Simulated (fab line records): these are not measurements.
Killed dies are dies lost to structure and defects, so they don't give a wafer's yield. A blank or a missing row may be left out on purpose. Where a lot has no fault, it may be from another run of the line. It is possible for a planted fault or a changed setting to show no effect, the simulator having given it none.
What tool caused it?	flow n5_finfet	Sampling: 8 lots, 24 wafers, 6 of 1938 route steps

WHAT THE GAUGES SHOWED, per wafer
N5_BEOL_M4_RC_MEAS_101. Usual: DIBL_N 35.9 mV/V, standard deviation 1.3; DIBL_P 35.9 mV/V, standard deviation 1.5; IOFF_N 0.152 nA/um, standard deviation 0.023; IOFF_P 0.204 nA/um, standard deviation 0.027; ION_N 673 uA/um, standard deviation 9.2; ION_P 462 uA/um, standard deviation 6.7; SS_N 71.4 mV/dec, standard deviation 0.48; SS_P 73.2 mV/dec, standard deviation 0.55; VT_N 250.3 mV, standard deviation 2.6; VT_P -250.6 mV, standard deviation 3.
lot	measured	on	DIBL_N (mV/V)	DIBL_P (mV/V)	IOFF_N (nA/um)	IOFF_P (nA/um)	ION_N (uA/um)	ION_P (uA/um)	SS_N (mV/dec)	SS_P (mV/dec)	VT_N (mV)	VT_P (mV)	flag
L846	day 8 12:53	prober-02	35.2 37.0 37.2	35.1 38.1 37.3	0.120 0.155 0.149	0.163 0.207 0.193	662 671 659	455 468 450	70.9 71.2 71.6	72.3 72.6 73.2	255.4 251.9 250.1	-253.8 -251.8 -251.3	
L847	day 8 18:44	prober-01	35.9 35.3 34.9	36.2 35.8 36.1	0.177 0.163 0.159	0.208 0.198 0.204	682 679 676	458 459 464	71.3 71.8 70.8	73.9 73.7 73.1	246.9 248.9 248.7	-250.4 -251.5 -252.7	
L854	day 10 22:23	prober-01	36.2 37.4 36.8	35.5 37.4 36.7	0.162 0.183 0.175	0.209 0.233 0.224	687 680 690	467 468 469	71.6 71.8 70.5	73.1 74.2 73.0	246.1 245.8 247.4	-248.9 -249.6 -248.3	
L855	day 12 03:04	prober-02	35.7 35.0 35.9	35.5 35.2 36.2	0.134 0.127 0.143	0.188 0.198 0.209	669 665 681	455 460 461	71.1 70.7 71.7	72.7 72.8 73.8	249.5 251.2 248.9	-249.6 -248.8 -248.1	
L864	day 13 14:14	prober-02	34.5 33.8 35.7	36.0 35.6 37.6	0.143 0.137 0.164	0.198 0.187 0.223	681 665 681	470 466 467	71.5 71.2 71.5	73.3 73.1 73.5	252.2 253.1 249.4	-248.9 -253.0 -251.9	
L869	day 14 22:47	prober-02	35.3 35.2 35.9	34.3 34.4 35.3	0.134 0.130 0.146	0.219 0.216 0.240	657 667 678	466 471 477	71.6 71.4 71.1	73.2 72.1 73.7	252.8 249.9 251.0	-247.0 -247.9 -244.7	

TOOL THAT RAN EACH LOT (tool first, then ch and the chambers of the sampled wafers, then the start)
lot	N5_HKMG_FIN_ETCHBACK_68	N5_HKMG_FIN_ALD_72	N5_GATE_CUT_STRIP_59	N5_GATE_CUT_CMP_02	N5_GATE_CUT_ETCH_19
L846	rie_metal-03 ch 0, day 4 07:19	cvd_w-01 ch 0,1, day 4 08:19	rie_diel-06 ch 0,2,3, day 4 09:38	cmp-03 ch 0,1,3, day 4 12:07	rie_diel-03 ch 0,1,3, day 4 13:19
L847	rie_metal-02 ch 0,1, day 4 13:06	cvd_w-01 ch 1, day 4 13:59	rie_diel-03 ch 0,3, day 4 15:34	cmp-03 ch 0,2,3, day 4 20:39	rie_diel-06 ch 0,2,3, day 4 21:51
L854	rie_metal-02 ch 0,1, day 6 08:04	cvd_w-01 ch 0,1, day 6 08:58	rie_diel-01 ch 1,2, day 6 10:17	cmp-01 ch 1,3, day 6 12:47	rie_diel-01 ch 0,1,3, day 6 14:04
L855	rie_metal-01 ch 0,1, day 6 16:36	cvd_w-02 ch 0,1, day 6 17:29	rie_diel-03 ch 1,3, day 6 18:48	cmp-01 ch 0,1, day 6 21:18	rie_diel-01 ch 1,2, day 6 22:23
L864	rie_metal-03 ch 0,1, day 8 15:43	cvd_w-02 ch 0, day 8 16:37	rie_diel-06 ch 0,1,3, day 8 18:05	cmp-04 ch 2,3, day 8 20:35	rie_diel-03 ch 0,1,3, day 8 21:40
L866	rie_metal-02 ch 0,1, day 9 06:19	cvd_w-02 ch 0,1, day 9 07:13	rie_diel-03 ch 0,2,3, day 9 08:41	cmp-03 ch 0,2,3, day 9 11:12	rie_diel-01 ch 1,2,3, day 9 12:24
L867	rie_metal-02 ch 0,1, day 9 11:05	cvd_w-02 ch 0,1, day 9 11:59	rie_diel-03 ch 1,2, day 9 13:17	cmp-03 ch 2,3, day 9 15:49	rie_diel-03 ch 0,1,3, day 9 17:10
L869	rie_metal-02 ch 1, day 9 22:47	cvd_w-02 ch 0,1, day 9 23:45	rie_diel-01 ch 2,3, day 10 01:04	cmp-04 ch 0,2,3, day 10 03:41	rie_diel-03 ch 0,2, day 10 04:50
- N5_HKMG_FIN_ETCHBACK_68: etches the open film in Cl2/Ar, stops on HfO2, target depth 0.5 nm.
- N5_HKMG_FIN_ALD_72: deposits W, target thk 2 nm, pulse time 1 s, purge time 2 s.
- N5_GATE_CUT_STRIP_59: strips in N2/H2, time 20 s.
- N5_GATE_CUT_CMP_02: polishes, stops on SiO2, t overpolish 12.7 s, target thk 0 nm.
- N5_GATE_CUT_ETCH_19: etches SiNx in CH3F/O2, target depth 53.7 nm, time 76.7 s.

WHAT THE TOOLS THEMSELVES READ (means of the sampled wafers that have a number; where no wafer has one, the mark that the record gives instead)
N5_HKMG_FIN_ETCHBACK_68. Usual: drypump_motor_current_A 5.5 A, standard deviation 0.39; oes_ar_750_au 0.74 a.u., standard deviation 0.075; oes_product_au 0.74 a.u., standard deviation 0.077; throttle_valve_pct 20.99 %, standard deviation 0.24.
lot	tool	drypump_motor_current_A (A)	oes_ar_750_au (a.u.)	oes_product_au (a.u.)	throttle_valve_pct (%)	flag
L846	rie_metal-03	6.3	0.85	0.85	20.77	
L847	rie_metal-02	5.3	0.74	0.73	20.91	
L854	rie_metal-02	5.2	0.75	0.75	21.06	
L855	rie_metal-01	5.7	0.66	0.66	21.19	
L864	rie_metal-03	5.6	0.86	0.86	20.78	
L866	rie_metal-02	5.3	0.72	0.70	20.93	
L867	rie_metal-02	5.3	0.72	0.71	20.94	
L869	rie_metal-02	5.1	0.74	0.75	21.22	

N5_HKMG_FIN_ALD_72. Usual: heater_power_w 538 W, standard deviation 55; precursor_pulse_height_rel 0.997, standard deviation 0.022.
lot	tool	heater_power_w (W)	precursor_pulse_height_rel	flag
L846	cvd_w-01	467	1.003	
L847	cvd_w-01	449	0.998	
L854	cvd_w-01	482	1.017	
L855	cvd_w-02	571	1.001	
L864	cvd_w-02	599	1.003	
L866	cvd_w-02	558	0.983	
L867	cvd_w-02	582	0.975	
L869	cvd_w-02	566	0.985	

N5_GATE_CUT_STRIP_59. Usual: drypump_motor_current_A 5.53 A, standard deviation 0.29; n2_flow_sccm 299.9 sccm, standard deviation 0.9; oes_product_au 0.78 a.u., standard deviation 0.07; rf_vpp_V 45.1 V, standard deviation 0.82; showerhead_plenum_p_Torr 3.37 Torr, standard deviation 0.11; throttle_valve_pct 12.20 %, standard deviation 0.26.
lot	tool	drypump_motor_current_A (A)	n2_flow_sccm (sccm)	oes_product_au (a.u.)	rf_vpp_V (V)	showerhead_plenum_p_Torr (Torr)	throttle_valve_pct (%)	flag
L846	rie_diel-06	5.51	299.8	0.83	45.4	3.41	12.04	
L847	rie_diel-03	5.66	300.2	0.73	44.6	3.36	12.35	
L854	rie_diel-01	5.67	299.9	0.73	45.0	3.41	12.41	
L855	rie_diel-03	5.39	299.4	0.76	44.5	3.20	12.12	
L864	rie_diel-06	5.52	299.4	0.83	45.5	3.36	12.05	
L866	rie_diel-03	5.52	299.4	0.72	45.5	3.35	12.45	
L867	rie_diel-03	5.25	299.8	0.76	45.5	3.19	12.19	
L869	rie_diel-01	5.68	299.7	0.75	44.8	3.29	12.24	

N5_GATE_CUT_CMP_02. Usual: edge_zone_pressure_frac 1.000, standard deviation 0.0053; head_pressure_psi 2.500 psi, standard deviation 0.0054; motor_current_A 9.1 A, standard deviation 0.68; overpolish_run_s 12.699 s, standard deviation 0.0089; time_to_endpoint_s 25.2 s, standard deviation 1.5.
lot	tool	edge_zone_pressure_frac	head_pressure_psi (psi)	motor_current_A (A)	overpolish_run_s (s)	time_to_endpoint_s (s)	flag
L846	cmp-03	0.999	2.498	9.4	12.695	25.0	
L847	cmp-03	1.002	2.504	9.6	12.693	24.6	
L854	cmp-01	0.995	2.501	8.3	12.696	25.2	
L855	cmp-01	1.002	2.499	9.6	12.700	23.2	
L864	cmp-04	0.997	2.498	9.2	12.694	24.7	
L866	cmp-03	-	-	-	-	-	OFF
L867	cmp-03	-	-	-	-	-	OFF
L869	cmp-04	1.002	2.499	9.1	12.695	26.0	

N5_GATE_CUT_ETCH_19. Usual: drypump_motor_current_A 5.52 A, standard deviation 0.28; etch_rf_on_time_s 76.7 s, standard deviation 1.1; oes_ar_750_au 0.77 a.u., standard deviation 0.066; oes_o_777_au 0.77 a.u., standard deviation 0.068; oes_product_au 0.66 a.u., standard deviation 0.059; rf_vpp_V 298 V, standard deviation 3.2; showerhead_plenum_p_Torr 1.99 Torr, standard deviation 0.066; throttle_valve_pct 16.32 %, standard deviation 0.25.
lot	tool	drypump_motor_current_A (A)	etch_rf_on_time_s (s)	oes_ar_750_au (a.u.)	oes_o_777_au (a.u.)	oes_product_au (a.u.)	rf_vpp_V (V)	showerhead_plenum_p_Torr (Torr)	throttle_valve_pct (%)	flag
L846	rie_diel-03	5.50	77.3	0.76	0.76	0.64	295	1.94	16.29	
L847	rie_diel-06	5.47	76.2	0.83	0.83	0.71	300	2.01	16.09	
L854	rie_diel-01	5.45	76.7	0.78	0.78	0.66	298	2.01	16.31	
L855	rie_diel-01	5.62	76.7	0.72	0.73	0.62	299	2.04	16.45	
L864	rie_diel-03	5.49	77.2	0.74	0.74	0.63	294	1.93	16.35	
L866	rie_diel-01	5.66	81.9	0.73	0.73	0.98	298	1.99	16.41	OFF
L867	rie_diel-03	5.49	84.6	0.74	0.74	0.97	295	1.93	16.39	OFF
L869	rie_diel-03	5.47	77.8	0.74	0.74	0.61	294	1.99	16.47	

THE ANSWER, worked out from the rows above alone
Rule: lot off if the mean of its wafers having a number is beyond 3 standard deviations from the usual mean. Also off: a lot with no number at a reading for which 4 or more lots have one. The other lots that the step has rows for count as sound. The gauges are gone through in route order, then the tools' own readings, and for those a lot's mean is taken as printed above. The first step at which some lot is off is used, and at that step the reading that is off furthest; a lot without a number counts as furthest.
Off at N5_GATE_CUT_CMP_02 (edge_zone_pressure_frac): L866, L867. Without a number there: L866, L867.
If a tool, at that step or one of the process steps before it, ran each lot that is off and ran no sound lot following the first of them, it fits. This does not decide it: 2 tools fit, namely rie_diel-03 at N5_GATE_CUT_STRIP_59 and cmp-03 at N5_GATE_CUT_CMP_02.

WHAT THE SIMULATOR PUT IN
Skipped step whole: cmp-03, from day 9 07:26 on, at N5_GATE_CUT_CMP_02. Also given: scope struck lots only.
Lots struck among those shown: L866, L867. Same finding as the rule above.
